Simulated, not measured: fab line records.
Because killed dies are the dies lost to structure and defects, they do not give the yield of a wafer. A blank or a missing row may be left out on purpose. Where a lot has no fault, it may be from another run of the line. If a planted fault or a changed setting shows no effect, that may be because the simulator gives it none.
2 desks looking at one fault ; flow n5Finfet ; only its own numbers are on each desk; what lay behind them is given at the end

FROM THE METROLOGY DESK
What the gauges read for every lot (on any tool): the sampled wafers with a number, averaged. A lot is out of limits, marked OUT, if its mean lies more than 4 standard deviations from the usual mean; the brackets give that distance.
Columns: A = cdNm at N5_BEOL_M5_CD_MEAS_28, usual 30.54 nm; B = trenchDepthNm at N5_BEOL_M5_OCD_MEAS_38, usual 71.7 nm; C = M5_THK at N5_BEOL_M5_THK_MEAS_53, usual 63.0 nm; D = M5_RS at N5_BEOL_M5_RS_MEAS_57, usual 0.386 ohm/sq
lot;first seen here;A;B;C;D
L138;day 9 03:38;30.36;71.7;61.5;0.394
L141;day 10 04:49;30.67;73.3;63.1;0.383
L144;day 10 13:29;30.51;71.0;62.4;0.390
L143;day 10 23:44;30.49;70.9;64.9;0.375
L142;day 11 01:20;30.33;72.4;64.0;0.379
L149;day 12 15:49;30.55;68.5;59.2;0.414
L154;day 13 03:02;30.48;70.7;62.5;0.390
L155;day 13 21:29;30.52;71.5;62.0;0.390
L157;day 14 23:31;30.49;72.6;64.9;0.379
Result from this desk: across the 9 lots, nothing is out of limits.

TOOL OWNER'S DESK, rieDiel-05
The tool's own readings at N5_BEOL_M5_TRENCH_ETCH_37 (etches SiCOH lowk in C4F6/O2, target depth 71.652 nm, time 24.7 s): means of the sampled wafers that have a number, for each lot that ran on this tool. A lot is out of limits, marked OUT, if its mean lies more than 4 standard deviations from the usual mean; the brackets give that distance.
Columns: A = drypumpMotorCurrentA at N5_BEOL_M5_TRENCH_ETCH_37, usual 5.5 A; B = oesProductAu at N5_BEOL_M5_TRENCH_ETCH_37, usual 0.78 a.u.; C = rfFwdPowerW at N5_BEOL_M5_TRENCH_ETCH_37, usual 339.2 W; D = rfVppV at N5_BEOL_M5_TRENCH_ETCH_37, usual 665 V; E = showerheadPlenumPTorr at N5_BEOL_M5_TRENCH_ETCH_37, usual 2.85 Torr; F = throttleValvePct at N5_BEOL_M5_TRENCH_ETCH_37, usual 20.96 %
lot;first seen here;A;B;C;D;E;F
L138;day 9 04:01;4.9;0.81;338.0;668;2.79;20.87
L144;day 10 13:53;5.4;0.75;338.3;667;2.85;21.07
L142;day 11 01:44;5.2;0.78;338.0;665;2.81;21.07
L149;day 12 16:15;5.4;0.77;310.8 (-16) OUT;704 (+5.6) OUT;2.83;20.90
This desk's finding: out of limits on L149; first on L149, day 12 16:15 (rfFwdPowerW at N5_BEOL_M5_TRENCH_ETCH_37). Within limits: L138, L144, L142.

PUT TOGETHER
The tool owner's desk could have raised an alarm at day 12 16:15, on L149.
The metrology desk saw nothing out of limits.
The metrology desk has L149 on record, within its limits.
Of the lots named, all ran N5_BEOL_M5_TRENCH_ETCH_37 on rieDiel-05.

WHAT THE SIMULATOR HAD PUT IN
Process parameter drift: rieDiel-05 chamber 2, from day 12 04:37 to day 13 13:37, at N5_BEOL_M5_TRENCH_ETCH_37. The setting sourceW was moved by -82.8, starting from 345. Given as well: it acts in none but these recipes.
Lots struck among those shown: L149.
Delay in hours, fault start to first out-of-limits reading, by desk: the tool owner's desk at 12.
